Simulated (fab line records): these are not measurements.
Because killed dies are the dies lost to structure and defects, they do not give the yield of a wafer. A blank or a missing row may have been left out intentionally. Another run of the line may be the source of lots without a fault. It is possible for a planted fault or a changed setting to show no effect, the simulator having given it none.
What tool caused it? | flow nand harc | 33 wafers from 11 lots sampled at 2 of the route's 1302 steps

== WHAT THE GAUGES READ, wafer by wafer ==
NHARC_A_SLIT_CD_MEAS_09: the cd target is 300 nm.
lot  | measured     | on        | cd nm (nm)
L154 | day 20 11:14 | cd sem-03 | 300.5 299.9 299.7
L153 | day 20 10:21 | cd sem-03 | 300.9 299.8 300.2
L160 | day 23 03:32 | cd sem-01 | 299.7 299.7 299.3
L159 | day 23 01:24 | cd sem-01 | 300.3 300.0 300.0
L166 | day 26 03:01 | cd sem-02 | 301.0 300.1 300.6
L167 | day 26 01:14 | cd sem-03 | 299.3 299.2 299.7
L170 | day 27 20:36 | cd sem-02 | 300.8 300.3 299.8
L172 | day 28 15:11 | cd sem-03 | 299.7 299.9 299.5
L171 | day 28 23:56 | cd sem-03 | 300.6 299.7 300.4
L173 | day 28 22:36 | cd sem-02 | 300.0 299.6 299.5
L174 | day 29 11:10 | cd sem-03 | 300.6 300.7 299.8

== WHAT TOOL EACH LOT RAN ON (gives the tool, then ch and the chambers of the sampled wafers, and finally the start) ==
lot  | NHARC_A_SGD_CUT_ETCH_15
L154 | rie diel-01 ch 1,2,3, day 20 11:14 or earlier
L153 | rie diel-10 ch 0,1,2, day 20 10:21 or earlier
L160 | rie diel-01 ch 1,3, day 23 03:32 or earlier
L159 | rie diel-09 ch 0,2, day 23 01:24 or earlier
L166 | rie diel-10 ch 0,1,2, day 26 03:01 or earlier
L167 | rie diel-09 ch 2,3, day 26 01:14 or earlier
L170 | rie diel-10 ch 1,2, day 27 20:36 or earlier
L172 | rie diel-09 ch 1,2,3, day 28 15:11 or earlier
L171 | rie diel-10 ch 0,1,3, day 28 23:56 or earlier
L173 | rie diel-01 ch 0,1,3, day 28 22:36 or earlier
L174 | rie diel-10 ch 0,2, day 29 11:10 or earlier
- NHARC_A_SGD_CUT_ETCH_15: etches the open film in CH3F/O2, target depth 75 nm, time 64.3 s.

== THE ANSWER, worked out from the rows above alone ==
Rule: usual is defined by the lots themselves. The widest of any qualifying gaps counts: lots, ordered by their means at a reading, are off when they make up no more than a third of the lots, leave a main group of 4 or more, and stand apart from it by 3 or more times the standard deviation of that group's means. Not used: any main group whose means are identical at the precision the tables above print for the reading. Also off: a lot with no number at a reading for which 4 or more lots have one. All remaining lots with rows at the step are treated as sound.
Across all readings shown, no lot is off: no conclusion can be drawn from this.

== WHAT WAS PUT IN BY THE SIMULATOR ==
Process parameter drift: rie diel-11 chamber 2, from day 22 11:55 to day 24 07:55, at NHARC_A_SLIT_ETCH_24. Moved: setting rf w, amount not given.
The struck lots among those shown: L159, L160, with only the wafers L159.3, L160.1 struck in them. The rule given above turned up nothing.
